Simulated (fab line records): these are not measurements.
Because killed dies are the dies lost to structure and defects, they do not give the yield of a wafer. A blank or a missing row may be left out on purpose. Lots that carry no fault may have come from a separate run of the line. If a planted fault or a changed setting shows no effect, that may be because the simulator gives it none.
Struck lot and sound lot, side by side    flow nand harc    15 out of 1159 route steps
Sound: these wafers, L509.3, L509.5, L509.6. Wafers L500.2, L500.3, L500.4 were the ones struck. At the end, the cause is stated.
Per side, at each step with rows, come the tool, then ch with its chambers, and then its first start. Under that, the readings that differ: sound wafers    struck wafers    difference of the means    sigmas: that difference in standard deviations of wafers without a fault.
alike: words and numbers the same on both sides, and readings whose means are apart by under 2 such deviations; not compared: readings that were withheld, readings missing a value for some wafer, numbers with overlapping values and no deviation given by the record, and bounds like >300 which may hide the same value.
The two part at a step that has a row with sigmas, a row that says differs or no value, or rows on one side only. Numbers that don't overlap but have no deviation are shown without sigmas and don't part them. A reading that every wafer of one side lacks parts them only if that side has two wafers or more.

NHARC_A_CONTACT_ETCH_113: etches the open film in C4F8/O2/Ar, time 94 s, target depth 922 nm.
  sound on har cap etch-03 ch 0,1, day 20 12:31; struck on har cap etch-01 ch 0,1, day 18 19:46
  alike: chamber pressure mTorr, oes air line au
  not compared: rf hours counter h
NHARC_A_CONTACT_ETCH_114: etches the open film in C4F8/O2/Ar, time 94 s, target depth 922 nm.
  sound on har cap etch-03 ch 0,1, day 20 12:36; struck on har cap etch-01 ch 0,1, day 18 19:51
  alike: chamber pressure mTorr, oes air line au
  not compared: rf hours counter h
then, 3 steps without rows for these wafers: NHARC_A_CONTACT_ETCH_115 (etches the open film in C4F8/O2/Ar, time 94 s, target depth 922 nm); NHARC_A_CONTACT_ETCH_116 (etches the open film in C4F8/O2/Ar, time 94 s, target depth 922 nm); NHARC_A_CONTACT_ETCH_117 (etches the open film in C4F8/O2/Ar, time 94 s, target depth 922 nm).
NHARC_A_CONTACT_ETCH_118: etches the open film in C4F8/O2/Ar, time 94 s, target depth 922 nm.
  sound on har cap etch-03 ch 0,1, day 20 12:58; struck on har cap etch-01 ch 0,1, day 18 20:13
  alike: chamber pressure mTorr, oes air line au
  not compared: rf hours counter h
then, 3 steps without rows for these wafers: NHARC_A_CONTACT_ETCH_119 (etches the open film in C4F8/O2/Ar, time 94 s, target depth 922 nm); NHARC_A_CONTACT_ETCH_120 (etches the open film in C4F8/O2/Ar, time 94 s, target depth 922 nm); NHARC_A_CONTACT_ETCH_121 (etches the open film in C4F8/O2/Ar, time 94 s, target depth 922 nm).
NHARC_A_CONTACT_ETCH_122: etches the open film in C4F8/O2/Ar, time 95 s, target depth 930 nm.
  sound on har cap etch-03 ch 0,1, day 20 13:19; struck on har cap etch-01 ch 0,1, day 18 20:35
  alike: chamber pressure mTorr, oes air line au
  not compared: rf hours counter h
NHARC_A_CONTACT_ETCH_123: etches the open film in C4F8/O2/Ar, time 253 s, target depth 1090 nm.
  sound on har cap etch-03 ch 0,1, day 20 13:32; struck on har cap etch-01 ch 0,1, day 18 20:43
reading                         sound                 struck                difference  sigmas
chamber pressure mTorr (mTorr)  19.954 19.907 20.014  20.026 19.986 20.009  +0.049      +2
  alike: oes air line au
  not compared: rf hours counter h
then, 1 step without rows for these wafers: NHARC_A_CONTACT_ETCH_90 (etches the open film in CH3F/O2, target depth 40 nm, time 85.7 s).
NHARC_A_CONTACT_ETCH_96: etches the open film in C4F6/O2, target depth 20 nm, time 10 s.
  sound on rie diel-11 ch 0,1, day 20 14:18; struck on rie diel-11 ch 0,1,2, day 18 21:26
  no value came back on the struck wafers for any of 7 readings (bias w (W), c4f6 flow sccm (sccm) and others); on the sound wafers bias w (W) reads 499.7 499.8 502.4
  not compared: rf hours counter h
NHARC_A_CONTACT_CD_MEAS_53:
  sound on cd sem-01, day 20 14:23; struck on cd sem-01, day 18 21:31
  alike: cd nm
-- break in the record here, with 3 days between the starts of the struck wafers on either side (left off in module A_CONTACT, picked up again in module END, where the first step shown is number 1159 on the route) --
NHARC_END_SORT_01:
  sound on prober-02 ch 0, day 23 15:33; struck on prober-01 ch 0, day 21 12:06
reading          sound     struck       difference  sigmas
killed at array  28 29 29  675 677 676  +647        +65
killed dies      31 33 29  677 677 677  +646        +59
  alike: killed at other, killed at periphery, killed open, killed short

WHERE THEY PART
Earliest at NHARC_A_CONTACT_ETCH_123; latest, in this record, at NHARC_END_SORT_01.

WHY: what the simulator had put in
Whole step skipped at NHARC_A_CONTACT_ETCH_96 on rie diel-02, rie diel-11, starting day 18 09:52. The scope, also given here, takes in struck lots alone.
